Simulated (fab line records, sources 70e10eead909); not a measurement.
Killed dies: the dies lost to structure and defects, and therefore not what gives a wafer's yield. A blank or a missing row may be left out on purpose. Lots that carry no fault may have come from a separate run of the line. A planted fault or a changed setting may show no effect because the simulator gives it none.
A lot that was struck, set against a sound lot | flow nand harc | 20 out of 1159 route steps
Sound: the wafers L897.1, L897.2, L897.5. Struck: wafers L907.2, L907.5, L907.6. The cause is given at the end.
Each step with rows lists, per side, the tool, then ch with its chambers, then its first start. Under that, the readings that differ: sound wafers | struck wafers | difference of the means | sigmas: that difference in standard deviations of wafers without a fault.
alike: readings with means less than 2 such deviations apart, plus words and numbers identical on both sides. not compared: withheld readings, readings lacking a value on some wafer, bounds such as >300 that could conceal the same value, and numbers that have no deviation in the record and whose values overlap.
A row with sigmas, a row that says differs or no value, or rows on one side alone: a step with any of these is where the two part. When numbers do not overlap yet have no deviation, they are printed without sigmas and do not part them. A reading that every wafer of one side lacks parts them only if that side has two wafers or more.

NHARC_P_GATE_CD_MEAS_59: the cd target is 720 nm.
  sound on cd sem-01 ch 0, day 6 04:28; struck on cd sem-02 ch 0, day 8 21:17
  alike: cd nm
then, 1 step without rows for these wafers: NHARC_P_GATE_HARDBAKE_60 (time 80 s).
NHARC_P_GATE_DESCUM_61: chemistry O2, time 3 s.
  sound on rie diel-03 ch 1,2,3, day 6 04:38; struck on rie diel-03 ch 0,1, day 8 21:28
  alike: drypump motor current A, o2 flow sccm, oes product au, rf vpp V, showerhead plenum p Torr, throttle valve pct
  not compared: rf hours counter h
after that, 1 step had no rows for these wafers: NHARC_P_GATE_IMPLANT_62.
NHARC_P_GATE_STRIP_112: strips in N2/H2, time 200 s.
  sound on plasma asher-02 ch 0,1, day 6 05:00; struck on plasma asher-01 ch 0,1, day 8 21:50
  alike: drypump motor current A, heater power w, temp c
  not compared: rf hours counter h
NHARC_P_GATE_STRIP_76: strips in O2.
  sound on plasma asher-02 ch 0,1, day 6 05:16; struck on plasma asher-01 ch 0,1, day 8 22:05
  alike: drypump motor current A, heater power w, temp c
  not compared: rf hours counter h
then, 6 steps without rows for these wafers: NHARC_P_GATE_STRIP_63 (strips in SPM, time 900 s); NHARC_P_GATE_DEHYDRATE_83 (time 120 s); NHARC_P_GATE_HMDS_84 (time 30 s); NHARC_P_GATE_COAT_85; NHARC_P_GATE_SOFTBAKE_86 (time 95 s); NHARC_P_GATE_EBR_87.
NHARC_P_GATE_EXPOSE_88: exposes mask P HVN, target cd 2000 nm.
  sound on krf scanner-04 ch 0, day 6 05:54; struck on krf scanner-02 ch 0, day 8 22:45
  reading | sound                   | struck                           | difference | sigmas
  mask    | P_HVN#0 P_HVN#0 P_HVN#0 | P_HVN_R1#0 P_HVN_R1#0 P_HVN_R1#0 | differs    |
then, 2 steps without rows for these wafers: NHARC_P_GATE_PEB_89 (peb time 85 s); NHARC_P_GATE_DEVELOP_90 (time 70 s).
NHARC_P_GATE_CD_MEAS_91: the cd target is 2000 nm.
  sound on cd sem-03 ch 0, day 6 06:04; struck on cd sem-01 ch 0, day 8 22:54
  reading    | sound          | struck         | difference | sigmas
  cd nm (nm) | 1998 1994 2001 | 2183 2183 2185 | +186       | +62
then, 1 step without rows for these wafers: NHARC_P_GATE_HARDBAKE_92 (time 80 s).
NHARC_P_GATE_DESCUM_93: chemistry O2, time 3 s.
  sound on rie diel-03 ch 1,3, day 6 06:14; struck on rie diel-04 ch 1,2, day 8 23:04
  reading                 | sound          | struck         | difference | sigmas
  model.P_GATE.cd nm (nm) | 1998 1994 2000 | 2183 2183 2186 | +187       |
  alike: drypump motor current A, o2 flow sccm, oes product au, rf vpp V, showerhead plenum p Torr, throttle valve pct
  not compared: rf hours counter h
after that, 1 step had no rows for these wafers: NHARC_P_GATE_IMPLANT_94.
-- break in the record here, with 15 days between the starts of the struck wafers on either side (left off in module P_GATE, picked up again in module END, where the first step shown is number 1159 on the route) --
NHARC_END_SORT_01:
  here the record holds rows for the struck wafers (prober-02 ch 0, day 23 21:22) but none for the sound ones

WHERE THEY PART
Last at NHARC_END_SORT_01 as far as this record goes, first at NHARC_P_GATE_EXPOSE_88.

WHY: whatever the simulator had introduced
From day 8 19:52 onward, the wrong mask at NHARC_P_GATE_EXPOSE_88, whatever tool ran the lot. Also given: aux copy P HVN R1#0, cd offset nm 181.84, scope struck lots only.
